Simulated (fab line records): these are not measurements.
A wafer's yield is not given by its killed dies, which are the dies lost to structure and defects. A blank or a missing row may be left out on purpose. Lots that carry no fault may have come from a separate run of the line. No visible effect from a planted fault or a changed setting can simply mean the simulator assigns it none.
Lot-split experiment    flow n5 finfet    route with 1938 steps; 7 lots, 21 wafers read

== THE SPLIT ITSELF ==
At N5_BEOL_M0_SAQP_SPACER2_ALD_26 (deposits SiO2, target thk 15 nm, pulse time 1 s, purge time 2 s), the setting target thk a was moved away from the recipe's 150 angstrom on 6 of the 21 wafers read, by -11.7% to +10.9%. The other wafers ran this setting at the recipe's value.

== FROM THE SPLIT TO THE READING: what the file shows between them, 2 steps ==
- N5_BEOL_M0_SAQP_SPACER2_ETCHBACK_27: etches SiO2 in CHF3/O2, target depth 22.5 nm, time 11.25 s
- N5_BEOL_M0_SAQP_MANDREL2_REMOVE_110: chemistry HBr/Cl2/O2, target a-Si, stops on SiCN, bt time 10 s

== THE READING ==
cd nm (nm) at N5_BEOL_M0_SAQP_CD_MEAS_29, where the cd target is 14.4 nm. On this fab line, fault-free wafers typically give 14.99 nm with a standard deviation of 0.22 nm.

wafer   tool, chamber at the split  target thk a as run, angstrom  against the recipe  cd nm, nm  against lot-mates on the recipe
L074.2  ald sin-03, 2,2,0           150                            recipe              14.95      -
L074.4  ald sin-03, 2,2,0           150                            recipe              14.73      -
L074.6  ald sin-03, 2,2,0           150                            recipe              14.71      -
L077.3  ald sin-02, 3               150                            recipe              15.29      -
L077.4  ald sin-02, 0               162.6                          +8.4%               16.21      +0.92
L077.6  ald sin-02, 3               162.6                          +8.4%               16.27      +0.98
L078.3  ald sin-02, 3               132.5                          -11.7%              12.79      -2.15
L078.5  ald sin-02, 2,1             150                            recipe              14.78      -
L078.6  ald sin-02, 2,1             150                            recipe              15.10      -
L079.2  ald sin-04, 1               166.3                          +10.9%              16.95      +2.01
L079.5  ald sin-04, 1               166.3                          +10.9%              16.53      +1.59
L079.6  ald sin-04, 0               150                            recipe              14.94      -
L082.2  ald sin-03, 3,2,1           150                            recipe              15.13      -
L082.4  ald sin-03, 3,2,1           150                            recipe              14.87      -
L082.6  ald sin-03, 3,2,1           150                            recipe              15.10      -
L094.3  ald sin-04, 2,0,0           150                            recipe              14.95      -
L094.4  ald sin-04, 2,0,0           150                            recipe              14.99      -
L094.6  ald sin-04, 2,0,0           150                            recipe              15.17      -
L096.1  ald sin-02, 2,3             150                            recipe              14.96      -
L096.2  ald sin-02, 2,3             150                            recipe              15.16      -
L096.6  ald sin-02, 2               144.4                          -3.7%               14.28      -0.78
When a row names more than one chamber, that row covers several wafers, and the file does not tell which wafer ran in which chamber.

THE FIT
A straight line over all 21 wafers: cd nm changes by +0.167 nm for each +1% of target thk a; r = +0.98; the points scatter about the line by 0.18 nm.
The same after taking each lot's own level away (the mean of its wafers on the recipe; 21 wafers): +0.16 nm for each +1%; r = +0.98; scatter 0.18 nm.
That fit puts the effect of the largest move of target thk a on the reading at 1.9 nm.
Measured against the standard deviation above, the lots' own levels, which go from 14.797 to 15.290 nm, span 2.2 times it.
So the lot-to-lot level changes the slope little: the two slopes agree.
Check: with one of the wafers moved furthest among these (-11.7%) left out of the fit, the line predicts -1.78 nm for it against its lot-mates. It came out at -2.15 nm against them.

== OTHER SPLITS ON THESE WAFERS ==
These wafers also went through other splits before the reading. Each is held against what the fit with the lots' levels taken away leaves over:
other split on the same wafers       wafers away from the commonest value  r with cd nm (lot level and that fit taken away)
N5_SD_EPI_P_ETCH_16 target depth a   6                                     +0.22
N5_SDB_ALD_29 ald cycles             5                                     +0.09
N5_GATE_CUT_ETCH_58 bias w           7                                     +0.08
N5_MOL_CONTACT_COAG_ETCH_105 bias w  8                                     -0.10
N5_BEOL_M0_SAQP_COAT_08 spin rpm     8                                     -0.25

== THE WHOLE CHAIN: every reading that the file lists as answering this split, in the file's order ==
step                                 what it does                                                             reading                                                                                      change (the file's fit)                r (the file's)
N5_BEOL_M0_SAQP_SPACER2_ALD_26       deposits SiO2, target thk 15 nm, pulse time 1 s, purge time 2 s          SiO2_of_BEOL_M0_SAQP_SPACER2_ALD_26.thk nm (the simulator's own value, which no gauge read)  +0.145 nm for each +1% of the setting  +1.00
N5_BEOL_M0_SAQP_MANDREL2_REMOVE_110  chemistry HBr/Cl2/O2, target a-Si, stops on SiCN, bt time 10 s           BEOL_M0_SAQP.cd nm (the simulator's own value, which no gauge read)                          +0.139 nm for each +1% of the setting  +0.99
N5_BEOL_M0_SAQP_CD_MEAS_29           target cd 14.4 nm                                                        cd nm                                                                                        +0.164 nm for each +1% of the setting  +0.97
N5_BEOL_M0_CUTY_ETCH_63              etches SOC in N2/H2, target depth 82.7 nm, overetch 16.5 nm, time 124 s  SiO2_of_BEOL_M0_SAQP_SPACER2_ALD_26.thk nm (the simulator's own value, which no gauge read)  +0.175 nm for each +1% of the setting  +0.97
N5_BEOL_M0_HM_OPEN_105               chemistry Cl2/BCl3, target TiN, target depth 12 nm                       SiO2_of_BEOL_M0_SAQP_SPACER2_ALD_26.thk nm (the simulator's own value, which no gauge read)  +0.147 nm for each +1% of the setting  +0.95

== THE FILE'S OWN FIT ==
cd nm changes by +0.164 nm for each +1% of target thk a, r = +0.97.
